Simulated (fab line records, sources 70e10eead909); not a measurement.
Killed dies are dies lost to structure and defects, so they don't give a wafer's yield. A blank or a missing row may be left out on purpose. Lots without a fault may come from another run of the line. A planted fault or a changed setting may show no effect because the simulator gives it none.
A struck lot beside a sound one | flow nand_harc | 14 steps out of a route of 1302
Sound: wafers L754.3, L754.5, L754.6. Struck: wafers L751.2, L751.4, L751.6. The cause comes at the end.
At each step with rows: each side's tool, then ch and its chambers, then its first start. Under that, the readings that differ: sound wafers | struck wafers | difference of the means | sigmas: that difference in standard deviations of wafers without a fault.
alike: readings whose means differ by less than 2 such deviations, and words and numbers that are the same on both sides. not compared: withheld readings, readings that some wafer has no value for, bounds like >300 that may hide the same value, and numbers for which the record gives no deviation and whose values overlap.
The two part at a step that has a row with sigmas, a row that says differs or no value, or rows on one side only. Numbers that don't overlap but have no deviation are shown without sigmas and don't part them. A reading that every wafer of one side lacks parts them only if that side has two wafers or more.

NHARC_A_M1_PRE_CLEAN_32: time 12 s.
  sound on pecvd-01 ch 1,2, day 27 14:56; struck on pecvd-02 ch 0,1, day 26 16:41
  alike: heater_power_w, rf_fwd_power_W
  not compared: since_wet_clean_h
NHARC_A_M1_DEP_33: deposits SiCN, target thk 30 nm.
  sound on pecvd-01 ch 1,2, day 27 15:12; struck on pecvd-02 ch 0,1, day 26 16:48
  alike: heater_power_w, rf_fwd_power_W
  not compared: since_wet_clean_h
NHARC_A_BONDPAD_DEP_00: deposits SiCN, target thk 250 nm.
  sound on pecvd-02 ch 0,1, day 27 15:49; struck on pecvd-04 ch 0,1,2, day 26 17:24
  alike: heater_power_w, rf_fwd_power_W
  not compared: since_wet_clean_h
NHARC_A_BONDPAD_CMP_29: polishes SiCN, target thk 200 nm.
  sound on cmp-03 ch 2,3, day 27 16:15; struck on cmp-04 ch 0,2,3, day 26 17:44
  alike: motor_current_A
NHARC_A_BONDPAD_THK_MEAS_30: measures by ellipsometry.
  sound on film_metro-02, day 27 16:29; struck on film_metro-01, day 26 17:58
  alike: thk_nm
then, 7 steps without rows for these wafers: NHARC_A_BONDPAD_SRD_31; NHARC_A_BONDPAD_DEHYDRATE_01 (time 120 s); NHARC_A_BONDPAD_HMDS_02 (time 30 s); NHARC_A_BONDPAD_COAT_33 (time 65 s); NHARC_A_BONDPAD_COAT_03 (resist thk 600 nm); NHARC_A_BONDPAD_SOFTBAKE_04 (time 70 s); NHARC_A_BONDPAD_EBR_05.
NHARC_A_BONDPAD_EXPOSE_06: exposes mask A BPAD.
  sound on krf_scanner-02 ch 0, day 27 16:47; struck on krf_scanner-02, day 26 18:23
  no value came back on the struck wafers for exposure_dose_mJ_cm2, focus_offset_nm (nm); on the sound wafers exposure_dose_mJ_cm2 reads 37.15 37.13 37.17
  alike: mask
then, 1 step without rows for these wafers: NHARC_A_BONDPAD_PEB_07 (peb time 80 s).

WHERE THEY PART
Only at NHARC_A_BONDPAD_EXPOSE_06, within this record.

WHY: what the simulator had put in
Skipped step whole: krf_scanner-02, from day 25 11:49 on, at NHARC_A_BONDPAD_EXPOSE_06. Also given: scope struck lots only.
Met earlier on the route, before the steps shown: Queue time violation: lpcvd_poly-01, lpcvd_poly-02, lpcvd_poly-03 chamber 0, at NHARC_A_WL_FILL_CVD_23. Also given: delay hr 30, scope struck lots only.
